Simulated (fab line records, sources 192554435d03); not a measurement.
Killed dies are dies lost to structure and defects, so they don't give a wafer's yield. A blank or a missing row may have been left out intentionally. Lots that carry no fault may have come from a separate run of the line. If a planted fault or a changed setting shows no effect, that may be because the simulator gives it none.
Matching of chambers -- flow n5_finfet -- N5_BEOL_M1_DESCUM_33 on rie_diel-05 has 4 sister chambers
The step chemistry O2, time 7 s. 14 wafers are shown with their chamber, then 7 later ones without.

== WAFERS, EACH WITH ITS CHAMBER ==
wafer,chamber,showerhead_plenum_p_Torr (Torr),throttle_valve_pct (%),oes_product_au (a.u.)
L077.1,0,2.17,20.33,0.71
L077.3,3,2.13,20.07,0.70
L077.6,0,2.17,20.35,0.71
L078.1,3,2.13,20.05,0.71
L078.5,0,2.17,20.34,0.72
L078.6,1,2.14,20.23,0.90
L089.1,1,2.13,20.26,0.85
L089.2,0,2.16,20.39,0.68
L089.3,3,2.13,19.71,0.87
L089.4,2,2.12,20.05,0.90
L089.5,1,2.13,20.27,0.85
L089.6,0,2.16,20.38,0.69
L092.2,1,2.13,20.27,0.84
L092.4,0,2.16,20.38,0.68

SIGNATURES (means of the wafers above)
reading,chamber 0,chamber 1,chamber 2,chamber 3,scatter within a chamber
showerhead_plenum_p_Torr,2.1650,2.1325,2.1200,2.1300,0.00474
throttle_valve_pct,20.3617,20.2575,20.0500,19.9433,0.0927
oes_product_au,0.6983,0.8600,0.9000,0.7600,0.0468
Rule: a wafer lies at a distance from a chamber equal to the root of the sum of squares, over the readings, of (its reading less the chamber's mean, divided by the reading's scatter). The wafer belongs to the nearest chamber; if the next one is less than 2 further off, it can't be placed. The scatter: the root of (the sum of the squares of (reading less its chamber's mean) over the shown wafers, divided by (wafers less chambers)).

== WAFERS WITH NO CHAMBER GIVEN ==
wafer,showerhead_plenum_p_Torr (Torr),throttle_valve_pct (%),oes_product_au (a.u.)
L092.5,2.13,20.27,0.84
L097.1,2.12,20.28,0.83
L097.2,2.11,20.07,0.87
L097.3,2.16,20.40,0.68
L097.4,2.12,19.73,0.85
L097.5,2.11,20.05,0.88
L097.6,2.12,19.75,0.85

== CHAMBER TAKEN BY EACH ==
wafer,from the rows above,in truth
L092.5,1,1
L097.1,can't be placed: 1 or 2 or 3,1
L097.2,2,2
L097.3,0,0
L097.4,can't be placed: 2 or 3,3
L097.5,2,2
L097.6,can't be placed: 2 or 3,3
Correct placement for 4 of the 7. Can't be placed from these rows: 3 (the true chamber is among the candidates in 3). Number placed wrongly: 0.
